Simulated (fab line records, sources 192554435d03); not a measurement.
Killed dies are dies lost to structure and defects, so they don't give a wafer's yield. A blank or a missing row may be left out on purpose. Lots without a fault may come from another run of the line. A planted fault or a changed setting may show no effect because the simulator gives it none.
Chamber matching | flow n5_finfet | N5_BEOL_M12_DESCUM_15 on rie_diel-05: 4 sister chambers
The step chemistry O2, time 7.9 s. 27 wafers are shown with their chamber, then 12 later ones without.

WAFERS WITH THEIR CHAMBER
wafer  | chamber | drypump_motor_current_A (A) | throttle_valve_pct (%) | showerhead_plenum_p_Torr (Torr)
L075.3 | 0       | 4.7                         | 20.19                  | 2.13
L075.4 | 3       | 6.3                         | 20.07                  | 2.07
L075.6 | 0       | 4.7                         | 20.19                  | 2.13
L076.1 | 1       | 5.6                         | 20.75                  | 2.04
L076.2 | 3       | 6.3                         | 20.06                  | 2.07
L076.3 | 0       | 4.7                         | 20.19                  | 2.13
L076.4 | 3       | 6.3                         | 20.08                  | 2.07
L076.5 | 1       | 5.6                         | 20.75                  | 2.04
L076.6 | 0       | 4.7                         | 20.21                  | 2.13
L082.1 | 2       | 5.7                         | 20.45                  | 2.06
L082.4 | 1       | 5.6                         | 20.75                  | 2.03
L082.5 | 0       | 4.7                         | 20.21                  | 2.12
L085.1 | 2       | 5.8                         | 20.46                  | 2.06
L085.3 | 0       | 4.7                         | 20.23                  | 2.12
L085.6 | 1       | 5.6                         | 20.75                  | 2.03
L087.1 | 1       | 5.6                         | 20.76                  | 2.03
L087.2 | 2       | 5.8                         | 20.46                  | 2.06
L087.5 | 1       | 5.6                         | 20.76                  | 2.03
L090.2 | 3       | 6.3                         | 20.09                  | 2.06
L090.5 | 3       | 6.3                         | 20.10                  | 2.06
L090.6 | 0       | 4.7                         | 20.22                  | 2.12
L092.1 | 3       | 6.3                         | 20.11                  | 2.06
L092.2 | 1       | 5.6                         | 20.76                  | 2.03
L092.5 | 3       | 6.3                         | 20.10                  | 2.06
L091.2 | 2       | 5.8                         | 20.47                  | 2.05
L091.5 | 0       | 4.7                         | 20.24                  | 2.12
L091.6 | 3       | 6.3                         | 20.10                  | 2.06

SIGNATURES (means of the wafers above)
reading                  | chamber 0 | chamber 1 | chamber 2 | chamber 3 | scatter within a chamber
drypump_motor_current_A  | 4.700     | 5.600     | 5.775     | 6.300     | 0.0181
throttle_valve_pct       | 20.2100   | 20.7543   | 20.4600   | 20.0888   | 0.0148
showerhead_plenum_p_Torr | 2.1250    | 2.0329    | 2.0575    | 2.0637    | 0.00513
Rule: a wafer's distance from a chamber is the root of the sum, over the readings, of the square of ((its reading less the chamber's mean) divided by the reading's scatter). The wafer belongs to the nearest chamber; if the next one is less than 2 further off, it can't be placed. The scatter: the root of (the sum of the squares of (reading less its chamber's mean) over the shown wafers, divided by (wafers less chambers)).

WAFERS WITHOUT THEIR CHAMBER
wafer  | drypump_motor_current_A (A) | throttle_valve_pct (%) | showerhead_plenum_p_Torr (Torr)
L094.3 | 5.6                         | 20.78                  | 2.03
L094.4 | 4.7                         | 20.24                  | 2.12
L094.5 | 5.7                         | 20.50                  | 2.05
L095.1 | 5.7                         | 20.49                  | 2.05
L095.4 | 5.6                         | 20.79                  | 2.03
L095.6 | 6.3                         | 20.13                  | 2.05
L097.1 | 6.3                         | 20.12                  | 2.05
L097.3 | 5.8                         | 20.51                  | 2.05
L097.6 | 6.3                         | 20.13                  | 2.05
L096.2 | 5.8                         | 20.51                  | 2.05
L096.3 | 5.6                         | 20.79                  | 2.03
L096.4 | 4.7                         | 20.24                  | 2.12

WHICH CHAMBER EACH WENT THROUGH
wafer  | from the rows above | in truth
L094.3 | 1                   | 1
L094.4 | 0                   | 0
L094.5 | 2                   | 2
L095.1 | 2                   | 2
L095.4 | 1                   | 1
L095.6 | 3                   | 3
L097.1 | 3                   | 3
L097.3 | 2                   | 2
L097.6 | 3                   | 3
L096.2 | 2                   | 2
L096.3 | 1                   | 1
L096.4 | 0                   | 0
Placed correctly: 12 of 12. Can't be placed from these rows: 0. Placed wrongly: 0.
